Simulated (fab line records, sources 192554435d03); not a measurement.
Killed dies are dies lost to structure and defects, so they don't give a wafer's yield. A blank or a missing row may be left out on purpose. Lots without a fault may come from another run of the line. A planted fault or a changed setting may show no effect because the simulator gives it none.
fab line records | flow n5_finfet
record lots=4 wafers=12 last_day=18
route steps=1938 shown BEOL_M4@1099 BEOL_M5@1112 BEOL_M7@1283 PASSIVATION@1936
lots that met no fault: from a run of the same line without faults
start_h: hours from the record's first day to the start of the lot's first wafer shown | wait_h: hours since the lot's step before | " the same as in the row above | L1.1+2: a row that stands for several wafers | - no value, or no start given | * or withheld: withheld | < > ~ a bound
route shown NAME@n: a module of which the file shows steps, and the number in the route of the first | usual: mean/standard deviation of fault-free wafers | same: alike in all rows | chamber/n: place in a boat | sites: the reading at each site | _std_site: their standard deviation | _edge_site: outer sites' mean less inner sites' | radius_mm: how far each site lies from the wafer's centre | mask NAME#n: copy n | behind: the tool/chamber that last shaped the wafer | hold: why the lot was held/for how many hours/how that ended | device: the transistor (n, p or np) that didn't switch | end of line: the same wafers' tests at the end of the route | a step without rows: its recipe alone | killed: dies lost to structure and defects at the first sort, not the wafer's yield | map: a wafer's dies, x killed, . not, _ none there
set.NAME: the setting as run; set.NAME@STEP: as run at that earlier step | model.NAME: the simulator's own value behind a step, which no gauge read
lots at some steps of the route; a table a step, a row a wafer
services: from which hour (start_h, from the record's first day; less than 0 if before it) a tool's chamber was out of use, for how many hours, and why
## steps
# step N5_BEOL_M4_ANNEAL_95
# recipe temp_c=400 time_s=240 ambient=vacuum
# step N5_BEOL_M4_SPUTTER_96
# recipe material=Cu target_thk_a=45 temp_c=-20 chamber_pressure_pa=0.07 power_w=withheld time_s=8.29
# step N5_BEOL_M4_ECD_50
# recipe material=Cu target_thk_a=3000
# step N5_BEOL_M4_ANNEAL_51
# recipe temp_c=225 time_s=90 ambient=N2
# step N5_BEOL_M4_CMP_52
# recipe stop_on=SiOC t_overpolish_s=6.8 down_force_psi=1 platen_rpm=50 clearing_platen_down_force_psi=1.5 clearing_platen_rpm=50 post_cmp_clean=cu_alkaline target_thk_nm=40 clearing_platen_pad_velocity_m_s=0.99484 pad_velocity_m_s=0.99484
# step N5_BEOL_M4_PRE_CLEAN_60
# recipe gas=NH3/H2 time_s=15 temp_c=* rf_power_w=300
# step N5_BEOL_M4_CO_CAP_55
# recipe material=Co target_thk_a=20 temp_c=200 precursor=CCTBA/H2 pressure_torr=30 time_s=102.1
# step N5_BEOL_M4_PRE_CLEAN_56
# recipe gas=NH3 time_s=15 temp_c=withheld rf_power_w=300
# step N5_BEOL_M4_DEP_57
# recipe material=SiCN target_thk_a=80 temp_c=withheld precursor=3MS/NH3 pressure_torr=3 rf_w=202 time_s=14
# step N5_BEOL_M4_RC_MEAS_101
# usual DIBL_N=35.4/2.1 DIBL_P=34.8/2.6 IOFF_N=0.15/0.037 IOFF_P=0.19/0.037 ION_N=677/16 ION_P=462/9.3 SS_N=71.4/0.75 SS_P=72.9/0.77 VT_N=250/3.7 VT_P=-251/3.5
# columns lot.wafer tool chamber start_h wait_h DIBL_N[mV/V] DIBL_P[mV/V] IOFF_N[nA/um] IOFF_P[nA/um] ION_N[uA/um] ION_P[uA/um] SS_N[mV/dec] SS_P[mV/dec] VT_N[mV] VT_P[mV]
L782.2 prober-01 0 198.12 0.2 36.1 34.5 0.15 0.15 680 452 72.3 72.6 248 -255
L782.4 " 0 " " 35.3 34.0 0.13 0.15 668 451 71.5 72.6 251 -257
L782.5 " 0 " " 36.5 35.2 0.15 0.17 685 459 71.9 73.0 249 -250
L784.1 prober-02 0 200.79 0.0 36.0 33.9 0.17 0.18 674 453 72.1 73.6 247 -253
L784.3 " 0 " " 33.0 32.1 0.12 0.16 663 454 71.1 72.6 253 -252
L784.6 " 0 " " 34.7 34.8 0.16 0.20 696 471 71.1 73.2 246 -249
L799.1 prober-01 0 286.34 0.0 35.6 35.4 0.15 0.19 678 460 72.1 72.7 250 -251
L799.2 " 0 " " 34.9 35.1 0.15 0.18 677 463 71.4 72.9 250 -250
L799.6 " 0 " " 34.7 34.9 0.14 0.19 680 466 71.5 73.0 248 -251
L802.4 prober-01 0 327.77 0.5 34.0 33.9 0.13 0.20 675 474 70.4 71.8 249 -246
L802.5 " 0 " " 33.2 32.4 0.12 0.19 665 467 70.2 71.5 251 -248
L802.6 " 0 " " 35.3 34.1 0.14 0.19 678 465 72.1 72.5 252 -249
# step N5_BEOL_M5_ILD_DEP_00
# recipe material=SiCOH_lowk target_thk_a=1406.4 temp_c=300 precursor=DEMS/porogen pressure_torr=5 rf_w=500 time_s=25.9
# step N5_BEOL_M5_CURE_79
# recipe temp_c=385 time_s=240 ambient=He/Ar material=SiCOH_lowk
# step N5_BEOL_M5_PECVD_70
# recipe material=SiO2 target_thk_a=160 temp_c=400 precursor=TEOS/O2 pressure_torr=5.5 rf_w=450 teos_flow_sccm=53.8 gas=O2 flow_sccm=3000 time_s=18
# step N5_BEOL_M5_HM_DEP_02
# recipe material=TiN target_thk_a=200 temp_c=25 chamber_pressure_pa=0.49996
# step N5_BEOL_M5_COAT_59
# recipe resist=SOC temp_c=250 time_s=60 spin_rpm=1500 resist_thk_nm=60
# step N5_BEOL_M5_COAT_60
# recipe resist=SiARC temp_c=220 time_s=60 spin_rpm=1500 resist_thk_nm=12
# step N5_BEOL_M5_COAT_71
# recipe resist=underlayer temp_c=205 time_s=60 spin_rpm=1500 resist_thk_nm=5
# step N5_BEOL_M5_COAT_05
# recipe resist=CAR-EUV spin_rpm=1500 resist_thk_nm=30
# step N5_BEOL_M5_EBR_07
# recipe solvent=PGMEA ebr_width_mm=1.5
# step N5_BEOL_M5_SOFTBAKE_06
# recipe temp_c=110 time_s=60 resist=CAR-EUV
# step N5_BEOL_M5_EXPOSE_08
# recipe mask_id=M5 na=0.33 source_shape=annular sigma_inner=0.4 sigma_outer=0.8 polarization=unpolarized target_cd_nm=28 dose_mj=35.75
# step N5_BEOL_M5_PEB_09
# recipe peb_temp_c=100 peb_time_s=60 resist=CAR-EUV
# step N5_BEOL_M5_DEVELOP_10
# recipe develop_time_s=30 developer=TMAH resist=CAR-EUV rinse_liquid=surfactant_rinse dry=air_spin dev_temp_c=23
# step N5_BEOL_M5_DESCUM_16
# recipe chemistry=O2 time_s=7 source_power_w=50 bias_power_w=20 pressure_mtorr=20 rf_frequency_hz=2.712e+07 temp_c=40 resist=CAR-EUV o2_flow_sccm=225
# step N5_BEOL_M5_ETCH_72
# recipe chemistry=N2/H2 target=underlayer target_depth_a=65 mask_material=CAR-EUV time_s=5.2 ion_energy_ev=200 pressure_mtorr=30 source_w=840 bias_w=150 n2_flow_sccm=200 h2_flow_sccm=200 ends=cleared
# step N5_BEOL_M5_ETCH_61
# recipe chemistry=CF4 target=SiARC target_depth_a=156 mask_material=CAR-EUV time_s=26 ion_energy_ev=80 pressure_mtorr=40 source_w=545 bias_w=36 Ar_flow_sccm=100 cf4_flow_sccm=100 ends=cleared
# step N5_BEOL_M5_ETCH_62
# recipe chemistry=N2/H2 target=SOC target_depth_a=750 overetch_a=150 mask_material=SiARC temp_c=40 time_s=112.5 ion_energy_ev=200 pressure_mtorr=30 source_w=840 bias_w=150 n2_flow_sccm=200 h2_flow_sccm=200
# step N5_BEOL_M5_STRIP_63
# recipe chemistry=N2/H2 temp_c=40 n2_flow_sccm=200 h2_flow_sccm=200 rf_frequency_hz=6e+07
# step N5_BEOL_M5_STRIP_73
# recipe chemistry=N2/H2 temp_c=40 n2_flow_sccm=200 h2_flow_sccm=200 rf_frequency_hz=6e+07
# step N5_BEOL_M5_STRIP_64
# recipe chemistry=CF4 resist=SiARC power_w=300 bias_power_w=75 pressure_mtorr=50 cf4_flow_sccm=150 rf_frequency_hz=6e+07
# step N5_BEOL_M5_HM_OPEN_17
# recipe chemistry=Cl2/BCl3 target_depth_a=200 overetch_a=60 target=TiN mask_material=SOC ion_energy_ev=150 pressure_mtorr=10 icp_w=1000 bias_w=126 Cl2_flow_sccm=53.25 bcl3_flow_sccm=21.75 Ar_flow_sccm=25
# step N5_BEOL_M5_STRIP_19
# recipe chemistry=O2 power_w=400 temp_c=40 pressure_mtorr=30 rf_frequency_hz=6e+07 bias_power_w=0 overash_fraction=0.2 o2_flow_sccm=225
# step N5_BEOL_M5_COAT_65
# recipe resist=SOC temp_c=250 time_s=60 spin_rpm=1500 resist_thk_nm=60
# step N5_BEOL_M5_COAT_66
# recipe resist=SiARC temp_c=220 time_s=60 spin_rpm=1500 resist_thk_nm=12
# step N5_BEOL_M7_STRIP_67
# recipe chemistry=CF4 resist=SiARC power_w=300 bias_power_w=75 pressure_mtorr=50 cf4_flow_sccm=150 rf_frequency_hz=6e+07
# usual bias_power_w=75.02/0.22 cf4_flow_sccm=150.0/0.42 chamber_pressure_mTorr=50.00/0.049 drypump_motor_current_A=5.5/0.5 oes_product_au=0.80/0.085 rf_vpp_V=271.0/1.6 showerhead_plenum_p_Torr=1.79/0.049 throttle_valve_pct=13.64/0.29
# columns lot.wafer tool chamber start_h wait_h bias_power_w cf4_flow_sccm chamber_pressure_mTorr drypump_motor_current_A oes_product_au rf_hours_counter_h rf_vpp_V showerhead_plenum_p_Torr throttle_valve_pct model.SiARC_of_BEOL_M7_COAT_60.thk_nm
L782.2 rie_diel-04 1 223.45 0.0 - - - - - - - - - 28.2
L782.4 " 2 " " - - - - - - - - - 28.8
L782.5 " 2 " " - - - - - - - - - 28.8
L784.1 rie_diel-02 1 229.12 0.0 - - - - - - - - - 28.4
L784.3 " 0 " " - - - - - - - - - 28.4
L784.6 " 1 " " - - - - - - - - - 28.4
L799.1 rie_diel-06 0 314.29 0.0 74.89 149.7 50.01 5.4 0.79 104 270.2 1.75 13.81 0
L799.2 " 2 " " 74.97 150.0 49.97 4.8 0.86 44 270.6 1.82 13.26 0
L799.6 " 1 " " 75.33 150.1 50.03 5.2 0.90 - 272.1 1.90 13.34 0
L802.4 rie_diel-04 2 355.11 0.0 74.73 149.2 49.99 6.1 0.90 - 272.7 1.83 13.47 0
L802.5 " 0 " " 75.03 150.1 49.98 5.6 0.84 - 269.4 1.77 13.70 0
L802.6 " 1 " " 75.17 150.7 49.91 6.5 0.74 - 272.1 1.80 13.52 0
# step N5_BEOL_M7_STRIP_19
# recipe chemistry=O2 power_w=400 temp_c=40 pressure_mtorr=30 rf_frequency_hz=6e+07 bias_power_w=0 overash_fraction=0.2 o2_flow_sccm=225
# usual chamber_pressure_mTorr=30.00/0.036 drypump_motor_current_A=5.7/0.54 oes_product_au=0.80/0.089 rf_vpp_V=3.5/0.59 showerhead_plenum_p_Torr=2.10/0.059 throttle_valve_pct=16.72/0.23
# same bias_power_w=0
# columns lot.wafer tool chamber start_h wait_h chamber_pressure_mTorr drypump_motor_current_A oes_product_au rf_hours_counter_h rf_vpp_V showerhead_plenum_p_Torr throttle_valve_pct model.SOC_of_BEOL_M7_COAT_59.thk_nm
L782.2 rie_diel-04 2 223.60 0.1 30.03 6.1 0.68 235 5.0 2.16 17.11 91.8
L782.4 " 1 " " 29.98 6.5 0.77 121 2.5 2.13 16.52 92.2
L782.5 " 3 " " 30.02 5.3 0.70 - 4.0 2.16 16.62 92.4
L784.1 rie_diel-06 3 229.33 0.1 29.99 5.3 0.72 186 3.3 1.97 16.90 92
L784.3 " 3 " " 30.06 5.3 0.72 - 2.5 1.97 16.87 92.6
L784.6 " 3 " " 30.03 5.3 0.71 - 2.8 1.97 16.88 92.2
L799.1 rie_diel-04 3 314.74 0.4 29.99 5.3 0.68 243 3.4 2.16 16.66 0
L799.2 " 1 " " 30.02 6.5 0.75 151 4.0 2.11 16.58 0
L799.6 " 3 " " 30.03 5.3 0.69 - 3.4 2.16 16.66 0
L802.4 rie_diel-04 1 355.54 0.3 30.03 6.5 0.73 - 3.7 2.11 16.63 0
L802.5 " 0 " " 30.03 5.6 0.86 - 2.8 2.06 16.89 0
L802.6 " 2 " " 30.00 6.1 0.90 - 3.6 2.15 16.62 0
# step N5_BEOL_M7_ETCH_66
# recipe chemistry=N2/H2 target=SOC target_depth_a=800 overetch_a=160 mask_material=SiARC temp_c=40 time_s=120 ion_energy_ev=200 pressure_mtorr=30 source_w=840 bias_w=150 n2_flow_sccm=200 h2_flow_sccm=200
# usual chamber_pressure_mTorr=29.998/0.027 drypump_motor_current_A=5.6/0.47 oes_product_au=0.61/0.063 rf_vpp_V=522.9/2.1 showerhead_plenum_p_Torr=2.51/0.076 throttle_valve_pct=17.9/0.31
# columns lot.wafer tool chamber start_h wait_h chamber_pressure_mTorr drypump_motor_current_A oes_product_au rf_hours_counter_h rf_vpp_V showerhead_plenum_p_Torr throttle_valve_pct model.etch.depth_nm
L782.2 rie_diel-02 3 224.23 0.0 29.966 5.0 0.78 145 520.4 2.43 18.2 100.6
L782.4 " 0 " " 29.995 6.0 0.75 187 524.0 2.50 18.1 97.17
L782.5 " 2 " " 30.042 5.8 0.65 - 523.5 2.52 17.7 91.06
L784.1 rie_diel-06 3 230.05 0.0 30.030 5.3 0.74 186 518.9 2.43 18.3 98.22
L784.3 " 0 " " 29.978 5.3 0.81 - 522.1 2.47 18.1 93.12
L784.6 " 0 " " 30.028 5.3 0.81 - 522.1 2.47 18.1 93.44
L799.1 rie_diel-06 3 315.51 0.0 30.016 5.3 0.54 218 520.2 2.41 18.3 60.04
L799.2 " 2 " " 29.965 4.8 0.66 44 524.1 2.59 17.6 59.82
L799.6 " 0 " " 30.001 5.3 0.61 - 521.0 2.46 18.1 59.97
L802.4 rie_diel-02 2 357.93 0.0 29.987 5.8 0.68 24 522.6 2.51 17.5 60.26
L802.5 " 2 " " 29.986 5.8 0.68 - 522.0 2.51 17.5 60.22
L802.6 " 1 " " 29.980 5.9 0.59 - 521.6 2.44 17.5 60.13
# step N5_BEOL_M7_VIA_ETCH_34
# recipe chemistry=C4F6/O2 target=SiCOH_lowk target_depth_a=1255 mask_material=SOC taper_deg=4 time_s=50.5 ion_energy_ev=250 pressure_mtorr=30 source_w=345 bias_w=185 Ar_flow_sccm=300 C4F6_flow_sccm=10 O2_flow_sccm=10
# usual chamber_pressure_mTorr=29.999/0.03 drypump_motor_current_A=5.6/0.47 oes_product_au=0.80/0.083 rf_vpp_V=666/20 showerhead_plenum_p_Torr=2.81/0.078 throttle_valve_pct=20.9/0.37
# columns lot.wafer tool chamber start_h wait_h chamber_pressure_mTorr drypump_motor_current_A oes_product_au rf_hours_counter_h rf_vpp_V showerhead_plenum_p_Torr throttle_valve_pct
L782.2 rie_diel-02 3 224.33 0.0 30.000 5.0 0.29 145 678 2.76 21.4
L782.4 " 0 " " 29.985 5.9 0.28 187 651 2.84 21.2
L782.5 " 2 " " 29.955 5.7 0.25 - 678 2.79 20.4
L784.1 rie_diel-06 3 230.20 0.0 29.981 5.3 0.27 186 650 2.73 21.2
L784.3 " 0 " " 30.040 5.4 0.31 - 673 2.76 20.9
L784.6 " 0 " " 29.954 5.4 0.30 - 673 2.76 20.9
L799.1 rie_diel-06 3 315.61 0.0 30.012 5.3 0.71 218 649 2.72 21.4
L799.2 " 2 " " 30.013 4.8 0.85 44 660 2.93 20.8
L799.6 " 0 " " 29.994 5.3 0.79 - 672 2.75 21.1
L802.4 rie_diel-02 2 358.03 0.0 29.940 5.7 0.91 24 676 2.78 20.4
L802.5 " 2 " " 29.948 5.8 0.89 - 676 2.78 20.4
L802.6 " 1 " " 30.059 5.9 0.78 - 638 2.74 20.6
# step N5_BEOL_M7_ETCH_41
# recipe chemistry=CH3F/O2 target=SiCN target_depth_a=319 taper_deg=2 time_s=57.8 ion_energy_ev=120 mask_material=TiN pressure_mtorr=30 source_w=395 bias_w=75 Ar_flow_sccm=150 CH3F_flow_sccm=30 O2_flow_sccm=20
# usual chamber_pressure_mTorr=29.996/0.029 drypump_motor_current_A=5.6/0.47 oes_product_au=0.80/0.082 rf_vpp_V=296.7/1.3 showerhead_plenum_p_Torr=1.97/0.057 throttle_valve_pct=16.3/0.33
# columns lot.wafer tool chamber start_h wait_h chamber_pressure_mTorr drypump_motor_current_A oes_product_au rf_hours_counter_h rf_vpp_V showerhead_plenum_p_Torr throttle_valve_pct model.SiARC_of_BEOL_M7_COAT_60.thk_nm
L782.2 rie_diel-02 3 - - 29.963 5.1 0.77 145 295.4 1.93 16.8 17.4
L782.4 " 0 " " 30.066 6.0 0.73 187 296.4 1.99 16.7 18.6
L782.5 " 2 " " 30.002 5.8 0.66 - 296.1 1.96 16.1 18.6
L784.1 rie_diel-06 3 - - 30.004 5.3 0.72 187 296.0 1.92 16.7 17.6
L784.3 " 0 " " 29.984 5.3 0.81 - 295.2 1.94 16.4 18.2
L784.6 " 0 " " 29.985 5.3 0.81 - 296.0 1.94 16.5 17.8
L799.1 rie_diel-06 3 - - 29.973 5.3 0.70 218 294.9 1.91 16.8 0
L799.2 " 2 " " 30.025 4.8 0.85 44 298.2 2.06 16.1 0
L799.6 " 0 " " 29.982 5.3 0.78 - 295.8 1.93 16.5 0
L802.4 rie_diel-02 2 - - 29.979 5.8 0.90 24 296.9 1.95 15.8 0
L802.5 " 2 " " 30.023 5.8 0.90 - 296.4 1.95 15.8 0
L802.6 " 1 " " 29.974 5.9 0.79 - 297.9 1.92 16.1 0
# step N5_BEOL_M7_OCD_MEAS_38
# usual trench_depth_nm=93.0/1.5
# columns lot.wafer tool chamber start_h wait_h trench_depth_nm
L782.2 ocd-02 - 224.58 - -
L782.4 " - " " -
L782.5 " - " " -
L784.1 ocd-02 - 230.56 - -
L784.3 " - " " -
L784.6 " - " " -
L799.1 ocd-02 - 315.86 - 93.8
L799.2 " - " " 90.6
L799.6 " - " " 92.4
L802.4 ocd-01 - 358.28 - 93.8
L802.5 " - " " 94.1
L802.6 " - " " 95.3
# step N5_PASSIVATION_PROBE_49
# usual defect_limited_yield=90.5/1.7 killed_at_M0_to_M3=37/12 killed_at_M4_up=14/5.2 killed_at_contacts=12/5.9 killed_at_front_end=45/14 killed_at_other=3.5/2.8 killed_dies=112/21 killed_on_rim=15/4.5 killed_open=73/15 killed_short=36/8.9 sort_bin_5_function=5.6/1.2 sort_bin_6_memory=3.5/0.68 sort_n_pass=1068/21 sort_yield_pct=90.5/1.8
# same gross_dies=1180 killed_at_back_side=0 sort_bin_4_leakage[%]=0 sort_bin_8_speed[%]=0
# columns lot.wafer tool chamber start_h wait_h defect_limited_yield[%] killed_at_M0_to_M3 killed_at_M4_up killed_at_contacts killed_at_front_end killed_at_other killed_dies killed_on_rim killed_open killed_short sort_bin_5_function[%] sort_bin_6_memory[%] sort_n_pass sort_yield_pct[%]
L782.2 prober-01 - 308.22 0.1 0 24 1091 8 52 5 1180 152 62 32 96.5 3.1 0 0
L782.4 prober-01 - 308.32 0.2 0 33 1088 12 46 1 1180 152 74 31 96.3 3.3 0 0
L782.5 prober-01 - 308.37 0.3 0 31 1088 13 47 1 1180 152 71 31 96.5 3.3 0 0
L784.1 prober-01 - 322.12 0.0 0 21 1084 10 58 7 1180 152 53 41 96.9 3.1 0 0
L784.3 prober-01 - 322.22 0.1 0 23 1108 15 32 2 1180 152 51 28 97.0 2.9 0 0
L784.6 prober-01 - 322.37 0.3 0 27 1108 6 36 3 1180 152 64 28 96.9 2.7 0 0
L802.4 prober-01 - 436.54 0.2 90.8 41 17 19 30 1 108 16 69 31 4.7 3.6 1072 90.8
L802.5 prober-01 - 436.59 0.2 91.6 32 21 12 34 0 99 12 67 29 4.7 3.4 1081 91.6
L802.6 prober-01 - 436.64 0.3 90.1 52 18 21 26 0 117 20 79 34 5.7 3.7 1063 90.1
# killed by level:class
L782.2 BEOL_M7:area_etch=1085 FIN_SAQP:geometric_particle:open=14 FIN_SAQP:geometric_particle:short=11 STI_FIN_REVEAL:geometric_particle:open=11 MOL_CONTACT_COAG:geometric_particle:open=7 BEOL_M0_SAQP:geometric_particle:open=7 BEOL_M1:geometric_particle:open=6 STARTING-WAFER:geometric_particle:short=6
L782.4 BEOL_M7:area_etch=1074 STI_FIN_REVEAL:geometric_particle:open=18 BEOL_M0_SAQP:geometric_particle:open=11 FIN_SAQP:geometric_particle:open=9 MOL_CONTACT_COAG:geometric_particle:open=7 BEOL_M0_SAQP:geometric_particle:short=7 GATE_CUT:geometric_particle:short=6 BEOL_M3:geometric_particle:open=6
L782.5 BEOL_M7:area_etch=1077 FIN_SAQP:geometric_particle:open=15 MOL_CONTACT_COAG:geometric_particle:open=11 GATE_CUT:geometric_particle:short=10 BEOL_M3:geometric_particle:open=9 STI_FIN_REVEAL:geometric_particle:open=8 FIN_SAQP:geometric_particle:short=6 BEOL_M0_SAQP:geometric_particle:open=6
L784.1 BEOL_M7:area_etch=1076 FIN_SAQP:geometric_particle:short=13 FIN_SAQP:geometric_particle:open=12 MOL_CONTACT_COAG:geometric_particle:open=8 FIN_CUT:area_etch=8 BEOL_M0_SAQP:geometric_particle:short=5 BEOL_M0_SAQP:geometric_particle:open=5 BEOL_M3:geometric_particle:short=5
L784.3 BEOL_M7:area_etch=1101 MOL_CONTACT_COAG:geometric_particle:open=11 STI_FIN_REVEAL:geometric_particle:open=7 FIN_SAQP:geometric_particle:open=5 FIN_SAQP:geometric_particle:short=5 BEOL_M0_SAQP:geometric_particle:short=5 BEOL_M0_SAQP:geometric_particle:open=5 BEOL_M2:geometric_particle:open=5
L784.6 BEOL_M7:area_etch=1086 BEOL_M4:geometric_particle:open=11 BEOL_M2:geometric_particle:open=9 FIN_SAQP:geometric_particle:short=7 FIN_SAQP:geometric_particle:open=7 BEOL_M0_SAQP:geometric_particle:open=6 BEOL_M1:geometric_particle:open=6 STI_FIN_REVEAL:geometric_particle:open=5
L802.4 MOL_CONTACT_COAG:geometric_particle:open=15 BEOL_M0_SAQP:geometric_particle:open=14 BEOL_M0_SAQP:geometric_particle:short=9 BEOL_M1:geometric_particle:open=6 BEOL_M4:geometric_particle:open=5 DUMMY_GATE:geometric_particle:open=4 MOL_CONTACT_COAG:geometric_particle:short=4 BEOL_M2:geometric_particle:open=4
L802.5 BEOL_M0_SAQP:geometric_particle:short=15 MOL_CONTACT_COAG:geometric_particle:open=9 FIN_SAQP:geometric_particle:open=9 GATE_CUT:geometric_particle:open=8 BEOL_M4:geometric_particle:open=8 BEOL_M0_SAQP:geometric_particle:open=6 FIN_SAQP:geometric_particle:short=4 BEOL_M1:geometric_particle:open=4
L802.6 BEOL_M0_SAQP:geometric_particle:open=19 MOL_CONTACT_COAG:geometric_particle:open=17 BEOL_M0_SAQP:geometric_particle:short=13 BEOL_M4:geometric_particle:open=9 BEOL_M2:geometric_particle:open=8 STI_FIN_REVEAL:geometric_particle:open=7 FIN_SAQP:geometric_particle:open=5 STI_FIN_REVEAL:geometric_particle:short=4
# map L782.2 (x killed, . not)
_________________xxxxxxxxxxxx________________
______________xxxxxxxxxxxxxxxxxx_____________
___________xxxxxxxxxxxxxxxxxxxxxxxx__________
__________xxxxxxxxxxxxxxxxxxxxxxxxxx_________
________xxxxxxxxxxxxxxxxxxxxxxxxxxxxxx_______
_______xxxxxxxxxxxxxxxxxxxxxxxxxxxxxxxx______
______xxxxxxxxxxxxxxxxxxxxxxxxxxxxxxxxxx_____
_____xxxxxxxxxxxxxxxxxxxxxxxxxxxxxxxxxxxx____
____xxxxxxxxxxxxxxxxxxxxxxxxxxxxxxxxxxxxxx___
___xxxxxxxxxxxxxxxxxxxxxxxxxxxxxxxxxxxxxxxx__
___xxxxxxxxxxxxxxxxxxxxxxxxxxxxxxxxxxxxxxxx__
__xxxxxxxxxxxxxxxxxxxxxxxxxxxxxxxxxxxxxxxxxx_
__xxxxxxxxxxxxxxxxxxxxxxxxxxxxxxxxxxxxxxxxxx_
_xxxxxxxxxxxxxxxxxxxxxxxxxxxxxxxxxxxxxxxxxxxx
_xxxxxxxxxxxxxxxxxxxxxxxxxxxxxxxxxxxxxxxxxxxx
_xxxxxxxxxxxxxxxxxxxxxxxxxxxxxxxxxxxxxxxxxxxx
_xxxxxxxxxxxxxxxxxxxxxxxxxxxxxxxxxxxxxxxxxxxx
_xxxxxxxxxxxxxxxxxxxxxxxxxxxxxxxxxxxxxxxxxxxx
_xxxxxxxxxxxxxxxxxxxxxxxxxxxxxxxxxxxxxxxxxxxx
_xxxxxxxxxxxxxxxxxxxxxxxxxxxxxxxxxxxxxxxxxxxx
_xxxxxxxxxxxxxxxxxxxxxxxxxxxxxxxxxxxxxxxxxxxx
__xxxxxxxxxxxxxxxxxxxxxxxxxxxxxxxxxxxxxxxxxx_
__xxxxxxxxxxxxxxxxxxxxxxxxxxxxxxxxxxxxxxxxxx_
___xxxxxxxxxxxxxxxxxxxxxxxxxxxxxxxxxxxxxxxx__
___xxxxxxxxxxxxxxxxxxxxxxxxxxxxxxxxxxxxxxxx__
____xxxxxxxxxxxxxxxxxxxxxxxxxxxxxxxxxxxxxx___
_____xxxxxxxxxxxxxxxxxxxxxxxxxxxxxxxxxxxx____
______xxxxxxxxxxxxxxxxxxxxxxxxxxxxxxxxxx_____
_______xxxxxxxxxxxxxxxxxxxxxxxxxxxxxxxx______
________xxxxxxxxxxxxxxxxxxxxxxxxxxxxxx_______
__________xxxxxxxxxxxxxxxxxxxxxxxxxx_________
___________xxxxxxxxxxxxxxxxxxxxxxxx__________
______________xxxxxxxxxxxxxxxxxx_____________
_________________xxxxxxxxxxxx________________
# map L784.1 (x killed, . not)
_________________xxxxxxxxxxxx________________
______________xxxxxxxxxxxxxxxxxx_____________
___________xxxxxxxxxxxxxxxxxxxxxxxx__________
__________xxxxxxxxxxxxxxxxxxxxxxxxxx_________
________xxxxxxxxxxxxxxxxxxxxxxxxxxxxxx_______
_______xxxxxxxxxxxxxxxxxxxxxxxxxxxxxxxx______
______xxxxxxxxxxxxxxxxxxxxxxxxxxxxxxxxxx_____
_____xxxxxxxxxxxxxxxxxxxxxxxxxxxxxxxxxxxx____
____xxxxxxxxxxxxxxxxxxxxxxxxxxxxxxxxxxxxxx___
___xxxxxxxxxxxxxxxxxxxxxxxxxxxxxxxxxxxxxxxx__
___xxxxxxxxxxxxxxxxxxxxxxxxxxxxxxxxxxxxxxxx__
__xxxxxxxxxxxxxxxxxxxxxxxxxxxxxxxxxxxxxxxxxx_
__xxxxxxxxxxxxxxxxxxxxxxxxxxxxxxxxxxxxxxxxxx_
_xxxxxxxxxxxxxxxxxxxxxxxxxxxxxxxxxxxxxxxxxxxx
_xxxxxxxxxxxxxxxxxxxxxxxxxxxxxxxxxxxxxxxxxxxx
_xxxxxxxxxxxxxxxxxxxxxxxxxxxxxxxxxxxxxxxxxxxx
_xxxxxxxxxxxxxxxxxxxxxxxxxxxxxxxxxxxxxxxxxxxx
_xxxxxxxxxxxxxxxxxxxxxxxxxxxxxxxxxxxxxxxxxxxx
_xxxxxxxxxxxxxxxxxxxxxxxxxxxxxxxxxxxxxxxxxxxx
_xxxxxxxxxxxxxxxxxxxxxxxxxxxxxxxxxxxxxxxxxxxx
_xxxxxxxxxxxxxxxxxxxxxxxxxxxxxxxxxxxxxxxxxxxx
__xxxxxxxxxxxxxxxxxxxxxxxxxxxxxxxxxxxxxxxxxx_
__xxxxxxxxxxxxxxxxxxxxxxxxxxxxxxxxxxxxxxxxxx_
___xxxxxxxxxxxxxxxxxxxxxxxxxxxxxxxxxxxxxxxx__
___xxxxxxxxxxxxxxxxxxxxxxxxxxxxxxxxxxxxxxxx__
____xxxxxxxxxxxxxxxxxxxxxxxxxxxxxxxxxxxxxx___
_____xxxxxxxxxxxxxxxxxxxxxxxxxxxxxxxxxxxx____
______xxxxxxxxxxxxxxxxxxxxxxxxxxxxxxxxxx_____
_______xxxxxxxxxxxxxxxxxxxxxxxxxxxxxxxx______
________xxxxxxxxxxxxxxxxxxxxxxxxxxxxxx_______
__________xxxxxxxxxxxxxxxxxxxxxxxxxx_________
___________xxxxxxxxxxxxxxxxxxxxxxxx__________
______________xxxxxxxxxxxxxxxxxx_____________
_________________xxxxxxxxxxxx________________
## services
# columns tool chamber start_h hours kind
rie_diel-06 2 218.19 13.6 repair
rie_diel-06 0 220.16 6.2 repair
rie_diel-02 3 243.66 9.1 repair
rie_diel-02 2 249.10 3.6 repair
rie_diel-02 2 265.88 - clean
rie_diel-02 2 265.88 - consumable_replace:focus_ring
rie_diel-02 2 265.88 14.2 scheduled_down
rie_diel-02 2 265.88 14.2 vent_cycle
rie_diel-06 - 266.11 2.8 pm
rie_diel-04 0 266.58 4.5 repair
rie_diel-04 2 276.19 - clean
rie_diel-04 2 276.19 - consumable_replace:focus_ring
rie_diel-04 2 276.19 25.5 scheduled_down
rie_diel-04 2 276.19 25.5 vent_cycle
rie_diel-06 3 330.98 3.6 repair
rie_diel-04 3 338.27 - clean
rie_diel-04 3 338.27 - consumable_replace:focus_ring
rie_diel-04 3 338.27 27.4 scheduled_down
rie_diel-04 3 338.27 27.4 vent_cycle
rie_diel-06 3 344.09 19.8 repair
## key
first_sign step=N5_BEOL_M7_STRIP_67 reading=tool_record direction=missing
effect step=N5_BEOL_M7_VIA_ETCH_34 reading=oes_product_au direction=down sigmas=6.2 usual=0.80 struck=0.28
effect step=N5_BEOL_M7_OCD_MEAS_38 reading=trench_depth_nm direction=missing
effect step=N5_PASSIVATION_PROBE_49 reading=killed_at_M4_up direction=up sigmas=99+ usual=14 struck=1094
model_effect step=N5_BEOL_M7_STRIP_67 value=SiARC_of_BEOL_M7_COAT_60.thk_nm without=0 struck=28.5
model_effect step=N5_BEOL_M7_STRIP_19 value=SOC_of_BEOL_M7_COAT_59.thk_nm without=0 struck=92.2
model_effect step=N5_BEOL_M7_ETCH_66 value=etch.depth_nm without=60.05 struck=95.6
model_effect step=N5_BEOL_M7_ETCH_41 value=SiARC_of_BEOL_M7_COAT_60.thk_nm without=0 struck=18.03
more_kills_born_at N5_BEOL_M7_ETCH_66@rie_diel-06=3263 N5_BEOL_M7_ETCH_66@rie_diel-02=3236
met_at N5_BEOL_M7_STRIP_67
struck_wafers L782.2,L782.4,L782.5,L784.1,L784.3,L784.6
later_rows_left_out L782.2,L782.4,L782.5,L784.1,L784.3,L784.6
fault kind=skipped_step_whole tool=rie_diel-02,rie_diel-04 chamber=- onset_h=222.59 steps=N5_BEOL_M7_STRIP_67 scope=struck_lots_only
# later_rows_left_out: the simulator's readings of these wafers behind a module that went badly wrong aren't trusted and aren't shown, but for the sort
